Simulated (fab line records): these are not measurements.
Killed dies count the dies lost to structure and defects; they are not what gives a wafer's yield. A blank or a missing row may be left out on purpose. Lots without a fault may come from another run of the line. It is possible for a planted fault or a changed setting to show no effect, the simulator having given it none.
Split-lot study / flow n5 finfet / 7 lots, 39 wafers read, on a route of 1938 steps

## SPLIT DETAILS
At N5_SD_EPI_N_DEVELOP_08 (develop time 30 s), the setting develop time s was moved away from the recipe's 30 s on 18 of the 39 wafers read, by -59.3% to +50.9%. This setting was run at the recipe's value on the other wafers.

Split to reading: the file shows no intervening step.

## THE READING
At N5_SD_EPI_N_CD_MEAS_09: cd nm in nanometres, against a target cd of 120 nm. Typical for fault-free wafers on this fab line: 120.0 nm, with standard deviation 0.57 nm.

wafer=L074.1; tool, chamber at the split=litho track-01, 0; develop time s as run, s=22.98; against the recipe=-23.4%; cd nm, nm=117.3; against lot-mates on the recipe=-1.5
wafer=L074.2; tool, chamber at the split=litho track-01, 0; develop time s as run, s=30; against the recipe=recipe; cd nm, nm=119.0; against lot-mates on the recipe=-
wafer=L074.3; tool, chamber at the split=litho track-01, 0; develop time s as run, s=30; against the recipe=recipe; cd nm, nm=118.6; against lot-mates on the recipe=-
wafer=L074.4; tool, chamber at the split=litho track-01, 0; develop time s as run, s=22.98; against the recipe=-23.4%; cd nm, nm=117.3; against lot-mates on the recipe=-1.5
wafer=L074.5; tool, chamber at the split=litho track-01, 0; develop time s as run, s=22.98; against the recipe=-23.4%; cd nm, nm=117.8; against lot-mates on the recipe=-1.0
wafer=L074.6; tool, chamber at the split=litho track-01, 0; develop time s as run, s=30; against the recipe=recipe; cd nm, nm=118.8; against lot-mates on the recipe=-
wafer=L080.1; tool, chamber at the split=litho track-01, 0; develop time s as run, s=18.88; against the recipe=-37.1%; cd nm, nm=117.1; against lot-mates on the recipe=-3.0
wafer=L080.2; tool, chamber at the split=litho track-01, 0; develop time s as run, s=18.88; against the recipe=-37.1%; cd nm, nm=118.2; against lot-mates on the recipe=-1.9
wafer=L080.3; tool, chamber at the split=litho track-01, 0; develop time s as run, s=30; against the recipe=recipe; cd nm, nm=120.4; against lot-mates on the recipe=-
wafer=L080.4; tool, chamber at the split=litho track-01, 0; develop time s as run, s=30; against the recipe=recipe; cd nm, nm=120.2; against lot-mates on the recipe=-
wafer=L080.5; tool, chamber at the split=litho track-01, 0; develop time s as run, s=30; against the recipe=recipe; cd nm, nm=119.8; against lot-mates on the recipe=-
wafer=L080.6; tool, chamber at the split=litho track-01, 0; develop time s as run, s=18.88; against the recipe=-37.1%; cd nm, nm=116.7; against lot-mates on the recipe=-3.4
wafer=L084.1; tool, chamber at the split=litho track-01, 0; develop time s as run, s=30; against the recipe=recipe; cd nm, nm=120.0; against lot-mates on the recipe=-
wafer=L084.2; tool, chamber at the split=litho track-01, 0; develop time s as run, s=30; against the recipe=recipe; cd nm, nm=119.5; against lot-mates on the recipe=-
wafer=L084.3; tool, chamber at the split=litho track-01, 0; develop time s as run, s=45.28; against the recipe=+50.9%; cd nm, nm=122.6; against lot-mates on the recipe=+2.6
wafer=L084.4; tool, chamber at the split=litho track-01, 0; develop time s as run, s=45.28; against the recipe=+50.9%; cd nm, nm=122.2; against lot-mates on the recipe=+2.2
wafer=L084.5; tool, chamber at the split=litho track-01, 0; develop time s as run, s=45.28; against the recipe=+50.9%; cd nm, nm=122.2; against lot-mates on the recipe=+2.2
wafer=L084.6; tool, chamber at the split=litho track-01, 0; develop time s as run, s=30; against the recipe=recipe; cd nm, nm=120.4; against lot-mates on the recipe=-
wafer=L085.1; tool, chamber at the split=litho track-04, 0; develop time s as run, s=12.21; against the recipe=-59.3%; cd nm, nm=114.8; against lot-mates on the recipe=-5.3
wafer=L085.2; tool, chamber at the split=litho track-04, 0; develop time s as run, s=30; against the recipe=recipe; cd nm, nm=120.3; against lot-mates on the recipe=-
wafer=L085.3; tool, chamber at the split=litho track-04, 0; develop time s as run, s=30; against the recipe=recipe; cd nm, nm=120.0; against lot-mates on the recipe=-
wafer=L085.4; tool, chamber at the split=litho track-04, 0; develop time s as run, s=30; against the recipe=recipe; cd nm, nm=120.1; against lot-mates on the recipe=-
wafer=L085.5; tool, chamber at the split=litho track-04, 0; develop time s as run, s=12.21; against the recipe=-59.3%; cd nm, nm=114.5; against lot-mates on the recipe=-5.6
wafer=L085.6; tool, chamber at the split=litho track-04, 0; develop time s as run, s=12.21; against the recipe=-59.3%; cd nm, nm=115.0; against lot-mates on the recipe=-5.1
wafer=L086.1; tool, chamber at the split=litho track-04, 0; develop time s as run, s=30; against the recipe=recipe; cd nm, nm=121.4; against lot-mates on the recipe=-
wafer=L086.2; tool, chamber at the split=litho track-04, 0; develop time s as run, s=30; against the recipe=recipe; cd nm, nm=120.7; against lot-mates on the recipe=-
wafer=L086.3; tool, chamber at the split=litho track-04, 0; develop time s as run, s=30; against the recipe=recipe; cd nm, nm=120.6; against lot-mates on the recipe=-
wafer=L086.4; tool, chamber at the split=litho track-04, 0; develop time s as run, s=14.99; against the recipe=-50.0%; cd nm, nm=116.5; against lot-mates on the recipe=-4.4
wafer=L086.5; tool, chamber at the split=litho track-04, 0; develop time s as run, s=14.99; against the recipe=-50.0%; cd nm, nm=116.2; against lot-mates on the recipe=-4.7
wafer=L086.6; tool, chamber at the split=litho track-04, 0; develop time s as run, s=14.99; against the recipe=-50.0%; cd nm, nm=116.2; against lot-mates on the recipe=-4.7
wafer=L088.1; tool, chamber at the split=litho track-01, 0; develop time s as run, s=30; against the recipe=recipe; cd nm, nm=119.1; against lot-mates on the recipe=-
wafer=L088.2; tool, chamber at the split=litho track-01, 0; develop time s as run, s=30; against the recipe=recipe; cd nm, nm=118.9; against lot-mates on the recipe=-
wafer=L088.3; tool, chamber at the split=litho track-01, 0; develop time s as run, s=25.25; against the recipe=-15.8%; cd nm, nm=117.5; against lot-mates on the recipe=-1.5
wafer=L088.4; tool, chamber at the split=litho track-01, 0; develop time s as run, s=25.25; against the recipe=-15.8%; cd nm, nm=118.4; against lot-mates on the recipe=-0.6
wafer=L088.5; tool, chamber at the split=litho track-01, 0; develop time s as run, s=25.25; against the recipe=-15.8%; cd nm, nm=118.4; against lot-mates on the recipe=-0.6
wafer=L088.6; tool, chamber at the split=litho track-01, 0; develop time s as run, s=30; against the recipe=recipe; cd nm, nm=118.9; against lot-mates on the recipe=-
wafer=L097.1; tool, chamber at the split=litho track-05, 0; develop time s as run, s=30; against the recipe=recipe; cd nm, nm=120.1; against lot-mates on the recipe=-
wafer=L097.2; tool, chamber at the split=litho track-05, 0; develop time s as run, s=30; against the recipe=recipe; cd nm, nm=120.2; against lot-mates on the recipe=-
wafer=L097.3; tool, chamber at the split=litho track-05, 0; develop time s as run, s=30; against the recipe=recipe; cd nm, nm=119.9; against lot-mates on the recipe=-

THE FIT
A straight line over all 39 wafers: cd nm changes by +0.0692 nm for each +1% of develop time s; r = +0.93; the points scatter about the line by 0.72 nm.
The same after taking each lot's own level away (the mean of its wafers on the recipe; 39 wafers): +0.0732 nm for each +1%; r = +0.96; scatter 0.61 nm.
The reading moves by 4.3 nm for the largest change in develop time s, on that fit.
Across the lots, their own levels run from 118.80 to 120.90 nm, a range of 3.7 times the standard deviation given above.
The two slopes are in agreement: the lot-to-lot level therefore moves the slope only a little.
Check: with one of the wafers moved furthest among these (-59.3%) left out of the fit, the line predicts -4.45 nm for it against its lot-mates. It came out at -5.33 nm against them.

## THESE WAFERS: OTHER SPLITS
Other splits were also applied to these wafers ahead of the reading. Each is held against what the fit with the lots' levels taken away leaves over:
other split on the same wafers=N5_ZERO_LAYER_DEVELOP_10 develop time s; wafers away from the commonest value=18; r with cd nm (lot level and that fit taken away)=+0.13
other split on the same wafers=N5_FIN_SAQP_HM_DEP_03 time s; wafers away from the commonest value=12; r with cd nm (lot level and that fit taken away)=-0.40

## THE WHOLE CHAIN: every reading that the file lists as answering this split, in the file's order
step=N5_SD_EPI_N_CD_MEAS_09; what it does=target cd 120 nm; reading=cd nm; change (the file's fit)=+0.0756 nm for each +1% of the setting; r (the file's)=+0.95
step=N5_SD_EPI_N_DESCUM_14; what it does=chemistry O2, time 7.9 s; reading=SD_EPI_N.cd nm (the simulator's own value, which no gauge read); change (the file's fit)=+0.0714 nm for each +1% of the setting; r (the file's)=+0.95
step=N5_SD_EPI_N_ETCH_34; what it does=etches SiARC in CF4, target depth 45.5 nm, time 75.8 s; reading=SD_EPI_N.cd nm (the simulator's own value, which no gauge read); change (the file's fit)=+0.0725 nm for each +1% of the setting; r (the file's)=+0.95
step=N5_SD_EPI_N_ETCH_35; what it does=etches SOC in N2/H2, overetch 108 nm, time 486 s; reading=SD_EPI_N.cd nm (the simulator's own value, which no gauge read); change (the file's fit)=+0.0741 nm for each +1% of the setting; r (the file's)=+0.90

## THE FILE'S OWN FIT
cd nm changes by +0.0756 nm for each +1% of develop time s, r = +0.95.
